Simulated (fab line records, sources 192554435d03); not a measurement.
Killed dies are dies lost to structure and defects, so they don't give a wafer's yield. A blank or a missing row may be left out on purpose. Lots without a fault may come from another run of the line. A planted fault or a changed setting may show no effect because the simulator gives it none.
fab line records | flow n5_finfet
record lots=3 wafers=9 last_day=17
route steps=1938 shown SD_EPI_P@302 SD_ACTIVATION@330 ILD0@335 BEOL_M4@1111 PASSIVATION@1936
lots that met no fault: from a run of the same line without faults
start_h: hours from the record's first day to the start of the lot's first wafer shown | wait_h: hours since the lot's step before | " the same as in the row above | L1.1+2: a row that stands for several wafers | - no value, or no start given | * or withheld: withheld | < > ~ a bound
route shown NAME@n: a module of which the file shows steps, and the number in the route of the first | usual: mean/standard deviation of fault-free wafers | same: alike in all rows | chamber/n: place in a boat | sites: the reading at each site | _std_site: their standard deviation | _edge_site: outer sites' mean less inner sites' | radius_mm: how far each site lies from the wafer's centre | mask NAME#n: copy n | behind: the tool/chamber that last shaped the wafer | hold: why the lot was held/for how many hours/how that ended | device: the transistor (n, p or np) that didn't switch | end of line: the same wafers' tests at the end of the route | a step without rows: its recipe alone | killed: dies lost to structure and defects at the first sort, not the wafer's yield | map: a wafer's dies, x killed, . not, _ none there
set.NAME: the setting as run; set.NAME@STEP: as run at that earlier step | model.NAME: the simulator's own value behind a step, which no gauge read
lots at some steps of the route; a table a step, a row a wafer
services: from which hour (start_h, from the record's first day; less than 0 if before it) a tool's chamber was out of use, for how many hours, and why
## steps
# step N5_SD_EPI_P_DEVELOP_08
# recipe develop_time_s=30 developer=TMAH resist=CAR-ArF-block dev_temp_c=23 rinse_liquid=diw dry=air_spin
# step N5_SD_EPI_P_DESCUM_14
# recipe chemistry=O2 time_s=7.9 source_power_w=50 bias_power_w=20 pressure_mtorr=20 rf_frequency_hz=2.712e+07 temp_c=40 resist=CAR-ArF-block o2_flow_sccm=225
# step N5_SD_EPI_P_ETCH_36
# recipe chemistry=CF4 target=SiARC target_depth_a=455 mask_material=CAR-ArF-block time_s=75.8 ion_energy_ev=80 pressure_mtorr=40 source_w=545 bias_w=36 Ar_flow_sccm=100 cf4_flow_sccm=100 ends=cleared
# step N5_SD_EPI_P_ETCH_37
# recipe chemistry=N2/H2 target=SOC overetch_a=1080 mask_material=SiARC temp_c=40 ion_energy_ev=100 source_w=3000 bias_w=133 pressure_mtorr=20 time_s=486 n2_flow_sccm=200 h2_flow_sccm=200 ends=end_point
# step N5_SD_EPI_P_STRIP_38
# recipe chemistry=N2/H2 temp_c=40 n2_flow_sccm=200 h2_flow_sccm=200 rf_frequency_hz=6e+07
# step N5_SD_EPI_P_ETCHBACK_46
# recipe chemistry=CH3F/O2 mode=anisotropic_etchback target=SiNx target_depth_a=175 stop_on=SiO2 over_etch_frac=0.3 ion_energy_ev=120 pressure_mtorr=30 source_w=395 bias_w=73 Ar_flow_sccm=150 CH3F_flow_sccm=30 O2_flow_sccm=20
# step N5_SD_EPI_P_ETCH_47
# recipe chemistry=CH3F/O2 target=SiOCN target_depth_a=250 mask_material=SOC ion_energy_ev=60 bias_w=29 pressure_mtorr=30 source_w=410 Ar_flow_sccm=150 CH3F_flow_sccm=30 O2_flow_sccm=20
# step N5_SD_EPI_P_ETCH_16
# recipe chemistry=CHF3/O2 target=SiO2 target_depth_a=50 mask_material=SOC pressure_mtorr=30 source_w=650 bias_w=170 Ar_flow_sccm=200 CHF3_flow_sccm=50 O2_flow_sccm=5 ion_energy_ev=200
# step N5_SD_EPI_P_STRIP_50
# recipe chemistry=CHF3/O2 resist=SiARC rf_frequency_hz=6e+07
# step N5_SD_EPI_P_SD_RECESS_17
# recipe chemistry=HBr/Cl2/O2 target_depth_a=391 bt_time_s=3 pressure_mtorr=10 icp_w=800 bias_w=112 HBr_flow_sccm=150 Cl2_flow_sccm=80 O2_flow_sccm=12
# usual drypump_motor_current_A=5.5/0.47 oes_product_au=1.001/0.012 throttle_valve_pct=37.2/0.36
# columns lot.wafer tool chamber start_h wait_h drypump_motor_current_A oes_product_au rf_hours_counter_h throttle_valve_pct model.etch.depth_nm model.SD_EPI_P.feature_depth_nm
L325.1 rie_si-05 3 89.86 0.0 4.9 1.007 32 37.5 39.16 39.2
L325.4 " 2 " " 5.3 1.013 99 37.1 39.95 40
L325.5 " 3 " " 4.9 1.007 - 37.5 39.14 39.2
L336.1 rie_si-02 0 155.48 0.0 5.5 1.011 121 37.5 39.32 39.4
L336.2 " 3 " " 6.4 1.002 180 36.5 38.78 38.8
L336.6 " 1 " " 5.3 0.984 - 37.6 38.2 38.2
L341.1 rie_si-02 0 187.40 0.0 5.5 1.010 122 37.5 46.6 46.6
L341.2 " 1 " " 5.3 0.990 114 37.6 38.06 38
L341.4 " 2 " " 5.4 1.011 167 37.5 38.05 38
# step N5_SD_EPI_P_WET_ETCH_45
# recipe chemistry=dHF dilution=withheld time_s=10.7 target=SiO2 target_depth_a=20 temp_c=25 dry=ipa_marangoni rinse_time_s=30 rinse_temp_c=23
# step N5_SD_EPI_P_STRIP_40
# recipe chemistry=N2/H2 power_w=1000 temp_c=250 h2_frac=0.65 overash_fraction=0.3 pressure_mtorr=withheld n2_flow_sccm=1750 h2_flow_sccm=3250
# step N5_SD_EPI_P_PRECLEAN_52
# recipe chemistry=O3/DIW time_s=60 temp_c=22 o3_ppm=10
# step N5_SD_EPI_P_SRD_20
# recipe dry=ipa_marangoni do_ppb=5 time_s=30 temp_c=23 rinse_liquid=diw
# step N5_SD_EPI_P_PRECLEAN_51
# recipe chemistry=NF3:NH3 afs_cycles=1 temp_c=30 time_s=20 sublimation_temp_c=180 sublimation_time_s=60 pressure_torr=3 rf_power_w=30
# step N5_SD_EPI_P_VAPOR_ETCH_44
# recipe chemistry=NF3/Ar target=SiGe30 temp_c=25 time_s=3.3 mode=isotropic
# step N5_SD_EPI_P_EPI_21
# recipe material=SiGe:B dopant=B temp_c=550 pressure_torr=20 ambient=H2 time_s=355
# step N5_SD_EPI_P_HM_STRIP_48
# recipe chemistry=H3PO4 temp_c=160 material=SiNx target=SiNx target_depth_a=30 overetch_fraction=0.3
# step N5_SD_EPI_P_SRD_49
# recipe dry=ipa_marangoni time_s=30 temp_c=23 rinse_liquid=diw
# step N5_SD_EPI_P_PRECLEAN_24
# recipe chemistry=O3/DIW time_s=45 temp_c=22 o3_ppm=10
# step N5_SD_EPI_P_PRECLEAN_32
# recipe chemistry=dHF time_s=10 dilution=500:1 temp_c=25
# step N5_SD_EPI_P_PRECLEAN_33
# recipe chemistry=SC2 time_s=45 temp_c=35 mix=1:1:50
# step N5_SD_EPI_P_SRD_25
# recipe time_s=30 temp_c=23 rinse_liquid=diw dry=ipa_marangoni
# step N5_SD_ACTIVATION_RTA_00
# recipe temp_c=975 time_s=0 ambient=N2 idle_temp_c=600 ramp_up_c_per_s=150 ramp_down_c_per_s=60 cool_to_c=600
# step N5_SD_ACTIVATION_LSA_01
# recipe temp_c=1080 time_s=0.0008 ambient=N2
# step N5_ILD0_LINER_00
# recipe material=SiNx target_thk_a=40 temp_c=400 ald_precursor_family=SiH2I2 ald_co_reactant=N2/H2-plasma pulse_time_s=1 purge_time_s=2 co_reactant_purge_time_s=2 ald_cycles=80 pressure_torr=2
# step N5_ILD0_FCVD_FILL_01
# recipe material=SiO2_flowable target_thk_a=2000 temp_c=100 pressure_torr=0.8 rf_w=2000 time_s=328.3
# step N5_ILD0_CURE_02
# recipe temp_c=450 time_s=1800 ambient=steam idle_temp_c=400 ramp_up_c_per_min=5 ramp_down_c_per_min=3 densification_p_h2o_torr=640
# step N5_ILD0_CMP_03
# recipe stop_on=SiNx t_overpolish_s=1.9 post_cmp_clean=alkaline_brush down_force_psi=4.1491 platen_rpm=51.796 pad_velocity_m_s=1.0306 target_thk_nm=197.38
# step N5_ILD0_CMP_07
# recipe stop_on=poly-Si material=SiO2_flowable t_overpolish_s=1.18 post_cmp_clean=alkaline_brush down_force_psi=4.1491 platen_rpm=51.796 pad_velocity_m_s=1.0306 target_thk_nm=138.88
# step N5_ILD0_PRECLEAN_10
# recipe chemistry=NF3:NH3 afs_cycles=5 time_s=20 temp_c=30 sublimation_temp_c=180 sublimation_time_s=60 pressure_torr=3 rf_power_w=30
# step N5_ILD0_ALD_15
# recipe material=SiNx target_thk_a=240 temp_c=400 ald_precursor_family=SiH2I2 ald_co_reactant=N2/H2-plasma pulse_time_s=1 ald_cycles=480 purge_time_s=2 co_reactant_purge_time_s=2 pressure_torr=2
# step N5_BEOL_M4_RC_MEAS_101
# usual DIBL_N=36.2/1.7 DIBL_P=36.6/1.9 IOFF_N=0.16/0.032 IOFF_P=0.21/0.037 IOFF_P_85C=3.6/0.54 IOFF_P_LIN=0.097/0.013 ION_N=675/12 ION_P=460/8.1 SS_N=71.4/0.58 SS_P=73.4/0.64 VT_N=249/3.2 VT_P=-252/3.4
# columns lot.wafer tool chamber start_h wait_h DIBL_N[mV/V] DIBL_P[mV/V] IOFF_N[nA/um] IOFF_P[nA/um] IOFF_P_85C[nA/um] IOFF_P_LIN[nA/um] ION_N[uA/um] ION_P[uA/um] SS_N[mV/dec] SS_P[mV/dec] VT_N[mV] VT_P[mV]
L325.1 prober-02 0 200.09 0.0 35.7 35.5 0.16 0.20 3.5 0.097 666 455 71.5 73.1 248 -252
L325.4 " 0 " " 35.9 37.0 0.17 0.23 3.9 0.106 678 467 71.0 73.7 245 -251
L325.5 " 0 " " 35.9 36.4 0.17 0.22 3.7 0.105 692 470 71.6 73.3 246 -251
L336.1 prober-02 0 263.78 0.0 35.0 36.4 0.14 0.19 3.4 0.090 678 462 71.9 73.1 252 -253
L336.2 " 0 " " 36.7 37.1 0.16 0.20 3.5 0.095 683 464 71.8 73.5 247 -254
L336.6 " 0 " " 35.1 35.6 0.14 0.17 3.1 0.085 674 461 71.2 72.6 250 -254
L341.1 prober-01 0 295.32 0.0 36.2 42.5 0.16 0.51 7.8 0.139 677 482 71.4 78.1 249 -244
L341.2 " 0 " " 36.2 35.8 0.17 0.20 3.5 0.097 673 459 71.5 73.6 245 -253
L341.4 " 0 " " 34.5 33.9 0.13 0.17 3.1 0.086 662 458 70.9 72.6 254 -251
# step N5_PASSIVATION_PROBE_49
# usual defect_limited_yield=91.3/1.5 killed_at_M0_to_M3=35/10 killed_at_M4_up=12/4.6 killed_at_contacts=13/6.6 killed_at_front_end=39/11 killed_at_other=4/3.4 killed_dies=103/17 killed_open=67/13 killed_short=35/8.2 sort_bin_4_leakage=0/0 sort_bin_5_function=5.1/0.94 sort_bin_6_memory=3.2/0.7 sort_n_pass=1077/17 sort_yield_pct=91.3/1.5
# same gross_dies=1180 killed_at_back_side=0 sort_bin_8_speed[%]=0
# columns lot.wafer tool chamber start_h wait_h defect_limited_yield[%] killed_at_M0_to_M3 killed_at_M4_up killed_at_contacts killed_at_front_end killed_at_other killed_dies killed_open killed_short sort_bin_4_leakage[%] sort_bin_5_function[%] sort_bin_6_memory[%] sort_n_pass sort_yield_pct[%]
L325.1 prober-01 - 303.15 0.0 87.8 42 11 35 50 6 144 96 48 0 6.7 5.0 1036 87.8
L325.4 prober-01 - 303.30 0.2 92.5 46 10 13 18 1 88 58 30 0 4.2 3.1 1092 92.5
L325.5 prober-01 - 303.35 0.2 89.7 38 13 11 58 1 121 74 41 0 5.2 4.2 1059 89.7
L336.1 prober-01 - 376.85 0.0 89.8 21 15 28 47 9 120 81 39 0 6.1 3.7 1060 89.8
L336.2 prober-01 - 376.90 0.1 91.4 25 12 22 30 12 101 73 27 0 4.8 3.6 1079 91.4
L336.6 prober-01 - 377.10 0.3 89.0 43 11 24 44 8 130 81 48 0 6.2 4.5 1050 89.0
L341.1 prober-02 - 397.35 0.0 90.9 25 16 19 41 6 107 78 29 7.12 5.3 3.5 989 83.8
L341.2 prober-02 - 397.40 0.1 91.3 37 11 13 39 3 103 57 43 0 5.3 3.1 1077 91.3
L341.4 prober-02 - 397.50 0.2 90.3 35 16 11 43 10 115 63 50 0 5.6 3.7 1065 90.3
# killed by level:class
L325.1 MOL_CONTACT_COAG:geometric_particle:open=27 BEOL_M1:geometric_particle:open=10 GATE_CUT:geometric_particle:short=9 FIN_SAQP:geometric_particle:open=8 GATE_CUT:geometric_particle:open=8 MOL_CONTACT_COAG:geometric_particle:short=8 STI_FIN_REVEAL:geometric_particle:open=7 BEOL_M0_SAQP:geometric_particle:short=6
L325.4 BEOL_M2:geometric_particle:open=12 MOL_CONTACT_COAG:geometric_particle:open=9 BEOL_M1:geometric_particle:open=9 BEOL_M0:geometric_particle:open=6 MOL_CONTACT_COAG:geometric_particle:short=4 BEOL_M0_SAQP:geometric_particle:short=4 BEOL_M0_SAQP:geometric_particle:open=4 BEOL_M2:geometric_particle:short=4
L325.5 FIN_SAQP:geometric_particle:open=12 FIN_SAQP:geometric_particle:short=10 BEOL_M3:geometric_particle:open=8 STI_FIN_REVEAL:geometric_particle:open=7 MOL_CONTACT_COAG:geometric_particle:open=7 BEOL_M0:geometric_particle:open=7 BEOL_M1:geometric_particle:open=7 HKMG_FIN:area_etch=6
L336.1 MOL_CONTACT_COAG:geometric_particle:open=25 FIN_SAQP:geometric_particle:short=11 STI_FIN_REVEAL:geometric_particle:open=7 GATE_CUT:geometric_particle:short=7 FIN_SAQP:geometric_particle:open=6 DUMMY_GATE:geometric_particle:short=4 BEOL_M2:geometric_particle:open=4 BEOL_M0_SAQP:geometric_particle:open=4
L336.2 MOL_CONTACT_COAG:geometric_particle:open=19 FIN_SAQP:geometric_particle:short=7 FIN_SAQP:geometric_particle:open=6 BEOL_M0_SAQP:geometric_particle:open=6 BEOL_M1:geometric_particle:open=6 MIM_TOP_ETCH:geometric_particle:open=5 STI_FIN_REVEAL:geometric_particle:open=4 MIM_TOP_ETCH:geometric_particle:short=4
L336.6 MOL_CONTACT_COAG:geometric_particle:open=21 FIN_SAQP:geometric_particle:short=16 BEOL_M1:geometric_particle:open=13 BEOL_M0_SAQP:geometric_particle:open=8 GATE_CUT:geometric_particle:short=7 BEOL_M0_SAQP:geometric_particle:short=7 ILD0:geometric_particle:short=5 ILD0:geometric_particle:open=5
L341.1 MOL_CONTACT_COAG:geometric_particle:open=16 FIN_SAQP:geometric_particle:open=10 STI_FIN_REVEAL:geometric_particle:open=8 DUMMY_GATE:geometric_particle:open=5 GATE_CUT:geometric_particle:short=5 BEOL_M2:geometric_particle:open=5 BEOL_M5:geometric_particle:open=5 BEOL_M0_SAQP:geometric_particle:short=4
L341.2 BEOL_M0_SAQP:geometric_particle:open=10 MOL_CONTACT_COAG:geometric_particle:open=9 BEOL_M0_SAQP:geometric_particle:short=9 GATE_CUT:geometric_particle:short=7 BEOL_M2:geometric_particle:open=6 GATE_CUT:geometric_particle:open=5 FIN_SAQP:geometric_particle:short=4 DUMMY_GATE:geometric_particle:short=4
L341.4 GATE_CUT:geometric_particle:short=16 BEOL_M0_SAQP:geometric_particle:short=10 MOL_CONTACT_COAG:geometric_particle:open=9 BEOL_M2:geometric_particle:open=7 PASS1_CAP:geometric_particle:open=7 STI_FIN_REVEAL:geometric_particle:open=6 STARTING-WAFER:geometric_particle:short=6 BEOL_M4:geometric_particle:open=5
# map L341.4 (x killed, . not)
_________________.....x...x..________________
______________.............x...x_____________
___________.x......................__________
__________......x.............x....._________
________....x.x.........x.....xx....x._______
_______x..........................x....______
______......xx.................x........_____
_____........x.x.........x..x............____
____x....................x..x..x..........___
___..x........x.x.....x.x..................__
___x...........x.x.....x..................x__
__x................x....x.xx....x..........._
__.......x............................x....._
_...........x....x......x..............x.....
_.......x...................................x
_x..........x.......................x........
_.......x......x..........x.x....x...........
_................x..........x................
_.x....x..................x......x....xx.....
_.....x..................................x..x
_.x.....x.....x........xx...............x..x.
__.................x...................x.x.._
__.............x......x..........x.....xx..._
___........................................__
___......x...........x...........x........x__
____..............x..................x....___
_____.........x..x...................xx..____
______x.........x.......x..........x...._____
_______....x.xx....x.........x..x.....x______
________...............xx.x....x......_______
__________...x......................_________
___________...x...................x__________
______________...........x......_____________
_________________....x......x________________
# map L336.6 (x killed, . not)
_________________.........x..________________
______________........xx.......x_____________
___________....x..............x....__________
__________.......x.................._________
________x......x..xx.x....x..........._______
_______....x.......x.......x........x..______
______....................x..........x.._____
_____....x...............xx....xx........____
____........x..................x.........x___
___..................x..x........x....xx...__
___x.............xx............x..x.....x..__
__.......x....x......x.......x.............._
__................x..x...xx.........x......._
_xx...x.xx..x.xx.............x..x............
_....x.....x.....................x.xx........
_....................x.....x.....x.....x.....
_...................x.x......................
_...............x......x.......x.............
_.x..............x.x..x..............x...x...
_.......x.......x....xx............x......xx.
_.x........x.x..x.....x.......x..............
__...x......x...x....x...x.................._
__...x...x.................................._
___..x.....x................x.......x......__
___................x...........x.....x.....__
____..x...........x.....x.....x........xx.___
_____.x....x....x........x.....x.........____
______.......x..........x...x.........x._____
_______..xx.....x.....x........x.......______
________...........................xx._______
__________......x..................._________
___________................x.......__________
______________.......x.........._____________
_________________....x.......________________
## services
# columns tool chamber start_h hours kind
rie_si-05 - 70.65 2.8 pm
rie_si-02 0 71.12 14.7 repair
rie_si-05 2 94.66 5.2 repair
## key
first_sign step=N5_BEOL_M4_RC_MEAS_101 reading=IOFF_P direction=up sigmas=8.2 usual=0.21 struck=0.51
effect step=N5_BEOL_M4_RC_MEAS_101 reading=IOFF_P_85C direction=up sigmas=7.8 usual=3.6 struck=7.8
effect step=N5_BEOL_M4_RC_MEAS_101 reading=SS_P direction=up sigmas=7.4 usual=73.4 struck=78.1
effect step=N5_BEOL_M4_RC_MEAS_101 reading=IOFF_P_LIN direction=up sigmas=3.2 usual=0.097 struck=0.139
effect step=N5_BEOL_M4_RC_MEAS_101 reading=DIBL_P direction=up sigmas=3 usual=36.6 struck=42.5
effect step=N5_PASSIVATION_PROBE_49 reading=sort_bin_4_leakage direction=up sigmas=84 usual=0 struck=7.12
model_effect step=N5_SD_EPI_P_SD_RECESS_17 value=etch.depth_nm without=39.35 struck=46.6
met_at N5_SD_EPI_P_SD_RECESS_17
struck_wafers L341.1
onset_between 155.48 187.40
fault kind=process_parameter_drift tool=rie_si-02 chamber=- onset_h=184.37 steps=N5_SD_EPI_P_SD_RECESS_17 channel=target_depth_a offset=72.016 shape=step end_h=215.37 scope=struck_wafers_only acts_in=these_recipes_only stated=391
